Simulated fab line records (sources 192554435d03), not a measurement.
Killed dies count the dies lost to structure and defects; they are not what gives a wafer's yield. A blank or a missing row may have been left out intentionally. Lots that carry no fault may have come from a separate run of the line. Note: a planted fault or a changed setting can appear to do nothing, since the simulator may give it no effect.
A single fault, viewed from 2 desks :: flow n5-finfet :: every desk sees just its own numbers, and what lay behind them comes last

== THE TOOL OWNER'S DESK: litho-track-04 ==
The tool's own readings at N5_BEOL_M8_COAT_71 (time 60 s, resist thk 5 nm): means of the sampled wafers that have a number, for each lot that ran on this tool. A lot is out of limits, marked OUT, if its mean lies more than 4 standard deviations from the usual mean; the brackets give that distance.
Columns: A = plate-temp-C at N5_BEOL_M8_COAT_71, usual 205.04 C; B = spin-speed-rpm at N5_BEOL_M8_COAT_71, usual 1500.0 rpm
lot: L936
first seen here: day 10 01:46
A: 204.89
B: 1499.4

lot: L938
first seen here: day 10 13:44
A: 204.78
B: 1499.4

lot: L948
first seen here: day 13 04:19
A: 204.90
B: 1499.1

lot: L953
first seen here: day 14 19:40
A: 204.79
B: 1631.7 (+99 or more) OUT

lot: L956
first seen here: day 15 13:43
A: 205.37
B: 1631.6 (+99 or more) OUT
Finding of this desk: L953, L956 out of limits; the first was L953 at day 14 19:40, on spin-speed-rpm at N5_BEOL_M8_COAT_71. Within limits: L936, L938, L948.

== FROM THE METROLOGY DESK ==
Lot by lot, what the gauges showed, no matter which tool ran the lot: averages of those sampled wafers that carry a number. A lot is out of limits, marked OUT, if its mean lies more than 4 standard deviations from the usual mean; the brackets give that distance.
Columns: A = M8_OVL at N5_BEOL_M8_OVL_MEAS_12, usual -0.6 nm; B = cd-nm at N5_BEOL_M8_CD_MEAS_18, usual 39.5 nm
lot: L936
first seen here: day 10 00:14
A: -0.3
B: 38.8

lot: L939
first seen here: day 10 12:01
A: -0.3
B: 41.1

lot: L938
first seen here: day 10 12:23
A: -0.7
B: 39.4

lot: L941
first seen here: day 11 07:25
A: -0.5
B: 40.2

lot: L943
first seen here: day 12 02:11
A: -0.7
B: 38.6

lot: L947
first seen here: day 12 11:58
A: -1.4
B: 39.5

lot: L946
first seen here: day 12 17:56
A: -0.1
B: 37.9

lot: L948
first seen here: day 13 01:55
A: 0.1
B: 39.0

lot: L953
first seen here: day 14 19:01
A: 0.2
B: 39.2

lot: L956
first seen here: day 15 11:47
A: 0.5
B: 39.4

lot: L958
first seen here: day 15 23:29
A: -0.3
B: 39.8

lot: L957
first seen here: day 15 23:36
A: -1.9
B: 39.4
Result from this desk: across the 12 lots, nothing is out of limits.

== PUT TOGETHER ==
The tool owner's desk had the chance to raise an alarm at day 14 19:40 on L953, L956.
At the metrology desk, nothing out of limits was observed.
The metrology desk holds a record of L953, L956, inside its limits.
All the named lots went through N5_BEOL_M8_COAT_71 on litho-track-04.

== WHAT WAS PUT IN BY THE SIMULATOR ==
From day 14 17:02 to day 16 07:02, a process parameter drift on litho-track-04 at N5_BEOL_M8_COAT_71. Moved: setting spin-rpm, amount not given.
Shown lots that were struck: L953, L956.
Hours from the fault's start to each desk's first reading out of limits: the tool owner's desk, 3.
